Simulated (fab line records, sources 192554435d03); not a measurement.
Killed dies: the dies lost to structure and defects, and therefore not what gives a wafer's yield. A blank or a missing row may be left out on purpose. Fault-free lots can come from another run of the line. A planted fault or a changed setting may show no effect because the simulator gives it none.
Matching of chambers / flow n5-finfet / rie-diel-05 running N5_BEOL_M1_ETCH_64: 4 sister chambers
The step etches SOC in N2/H2, target depth 75 nm, overetch 15 nm, time 112.5 s. 24 wafers are shown with their chamber, then 12 later ones without.

EACH WAFER AND ITS CHAMBER
wafer=L074.2; chamber=2; drypump-motor-current-A (A)=5.3; showerhead-plenum-p-Torr (Torr)=2.59; throttle-valve-pct (%)=18.04
wafer=L074.3; chamber=3; drypump-motor-current-A (A)=6.2; showerhead-plenum-p-Torr (Torr)=2.62; throttle-valve-pct (%)=17.86
wafer=L074.5; chamber=3; drypump-motor-current-A (A)=6.2; showerhead-plenum-p-Torr (Torr)=2.62; throttle-valve-pct (%)=17.86
wafer=L075.2; chamber=2; drypump-motor-current-A (A)=5.3; showerhead-plenum-p-Torr (Torr)=2.59; throttle-valve-pct (%)=18.04
wafer=L075.3; chamber=3; drypump-motor-current-A (A)=6.2; showerhead-plenum-p-Torr (Torr)=2.62; throttle-valve-pct (%)=17.87
wafer=L075.4; chamber=2; drypump-motor-current-A (A)=5.3; showerhead-plenum-p-Torr (Torr)=2.59; throttle-valve-pct (%)=18.05
wafer=L079.1; chamber=3; drypump-motor-current-A (A)=6.2; showerhead-plenum-p-Torr (Torr)=2.62; throttle-valve-pct (%)=17.86
wafer=L079.4; chamber=3; drypump-motor-current-A (A)=6.2; showerhead-plenum-p-Torr (Torr)=2.62; throttle-valve-pct (%)=17.88
wafer=L079.5; chamber=1; drypump-motor-current-A (A)=6.1; showerhead-plenum-p-Torr (Torr)=2.45; throttle-valve-pct (%)=17.80
wafer=L080.2; chamber=2; drypump-motor-current-A (A)=5.3; showerhead-plenum-p-Torr (Torr)=2.58; throttle-valve-pct (%)=18.05
wafer=L080.3; chamber=0; drypump-motor-current-A (A)=5.9; showerhead-plenum-p-Torr (Torr)=2.61; throttle-valve-pct (%)=17.79
wafer=L080.6; chamber=1; drypump-motor-current-A (A)=6.2; showerhead-plenum-p-Torr (Torr)=2.45; throttle-valve-pct (%)=17.79
wafer=L084.2; chamber=1; drypump-motor-current-A (A)=6.1; showerhead-plenum-p-Torr (Torr)=2.45; throttle-valve-pct (%)=17.82
wafer=L084.3; chamber=0; drypump-motor-current-A (A)=5.9; showerhead-plenum-p-Torr (Torr)=2.61; throttle-valve-pct (%)=17.80
wafer=L084.6; chamber=3; drypump-motor-current-A (A)=6.2; showerhead-plenum-p-Torr (Torr)=2.62; throttle-valve-pct (%)=17.90
wafer=L085.1; chamber=3; drypump-motor-current-A (A)=6.2; showerhead-plenum-p-Torr (Torr)=2.62; throttle-valve-pct (%)=17.91
wafer=L085.2; chamber=1; drypump-motor-current-A (A)=6.1; showerhead-plenum-p-Torr (Torr)=2.45; throttle-valve-pct (%)=17.80
wafer=L085.3; chamber=2; drypump-motor-current-A (A)=5.3; showerhead-plenum-p-Torr (Torr)=2.58; throttle-valve-pct (%)=18.07
wafer=L086.3; chamber=0; drypump-motor-current-A (A)=5.9; showerhead-plenum-p-Torr (Torr)=2.60; throttle-valve-pct (%)=17.80
wafer=L086.5; chamber=1; drypump-motor-current-A (A)=6.1; showerhead-plenum-p-Torr (Torr)=2.45; throttle-valve-pct (%)=17.80
wafer=L086.6; chamber=2; drypump-motor-current-A (A)=5.3; showerhead-plenum-p-Torr (Torr)=2.58; throttle-valve-pct (%)=18.08
wafer=L092.1; chamber=2; drypump-motor-current-A (A)=5.3; showerhead-plenum-p-Torr (Torr)=2.57; throttle-valve-pct (%)=18.10
wafer=L092.2; chamber=3; drypump-motor-current-A (A)=6.2; showerhead-plenum-p-Torr (Torr)=2.61; throttle-valve-pct (%)=17.92
wafer=L092.5; chamber=2; drypump-motor-current-A (A)=5.3; showerhead-plenum-p-Torr (Torr)=2.57; throttle-valve-pct (%)=18.10

SIGNATURES (means of the wafers above)
reading=drypump-motor-current-A; chamber 0=5.900; chamber 1=6.120; chamber 2=5.300; chamber 3=6.200; scatter within a chamber=0.02
reading=showerhead-plenum-p-Torr; chamber 0=2.6067; chamber 1=2.4500; chamber 2=2.5812; chamber 3=2.6187; scatter within a chamber=0.00566
reading=throttle-valve-pct; chamber 0=17.7967; chamber 1=17.8020; chamber 2=18.0663; chamber 3=17.8825; scatter within a chamber=0.0213
Rule: a wafer lies at a distance from a chamber equal to the root of the sum of squares, over the readings, of (its reading less the chamber's mean, divided by the reading's scatter). The wafer belongs to the nearest chamber; if the next one is less than 2 further off, it can't be placed. The scatter: the root of (the sum of the squares of (reading less its chamber's mean) over the shown wafers, divided by (wafers less chambers)).

WAFERS WITHOUT THEIR CHAMBER
wafer=L093.1; drypump-motor-current-A (A)=6.2; showerhead-plenum-p-Torr (Torr)=2.61; throttle-valve-pct (%)=17.93
wafer=L093.2; drypump-motor-current-A (A)=5.9; showerhead-plenum-p-Torr (Torr)=2.60; throttle-valve-pct (%)=17.81
wafer=L093.5; drypump-motor-current-A (A)=5.3; showerhead-plenum-p-Torr (Torr)=2.57; throttle-valve-pct (%)=18.09
wafer=L094.1; drypump-motor-current-A (A)=5.3; showerhead-plenum-p-Torr (Torr)=2.57; throttle-valve-pct (%)=18.09
wafer=L094.2; drypump-motor-current-A (A)=5.9; showerhead-plenum-p-Torr (Torr)=2.60; throttle-valve-pct (%)=17.81
wafer=L094.4; drypump-motor-current-A (A)=6.2; showerhead-plenum-p-Torr (Torr)=2.61; throttle-valve-pct (%)=17.92
wafer=L095.1; drypump-motor-current-A (A)=6.1; showerhead-plenum-p-Torr (Torr)=2.44; throttle-valve-pct (%)=17.83
wafer=L095.3; drypump-motor-current-A (A)=5.9; showerhead-plenum-p-Torr (Torr)=2.60; throttle-valve-pct (%)=17.82
wafer=L095.6; drypump-motor-current-A (A)=5.3; showerhead-plenum-p-Torr (Torr)=2.57; throttle-valve-pct (%)=18.11
wafer=L097.1; drypump-motor-current-A (A)=5.3; showerhead-plenum-p-Torr (Torr)=2.57; throttle-valve-pct (%)=18.12
wafer=L097.4; drypump-motor-current-A (A)=6.1; showerhead-plenum-p-Torr (Torr)=2.44; throttle-valve-pct (%)=17.84
wafer=L097.6; drypump-motor-current-A (A)=5.3; showerhead-plenum-p-Torr (Torr)=2.57; throttle-valve-pct (%)=18.11

WHICH CHAMBER EACH WENT THROUGH
wafer=L093.1; from the rows above=3; in truth=3
wafer=L093.2; from the rows above=0; in truth=0
wafer=L093.5; from the rows above=2; in truth=2
wafer=L094.1; from the rows above=2; in truth=2
wafer=L094.2; from the rows above=0; in truth=0
wafer=L094.4; from the rows above=3; in truth=3
wafer=L095.1; from the rows above=1; in truth=1
wafer=L095.3; from the rows above=0; in truth=0
wafer=L095.6; from the rows above=2; in truth=2
wafer=L097.1; from the rows above=2; in truth=2
wafer=L097.4; from the rows above=1; in truth=1
wafer=L097.6; from the rows above=2; in truth=2
12 of 12 placed correctly. Not placeable from these rows: 0. Placed wrongly: 0.
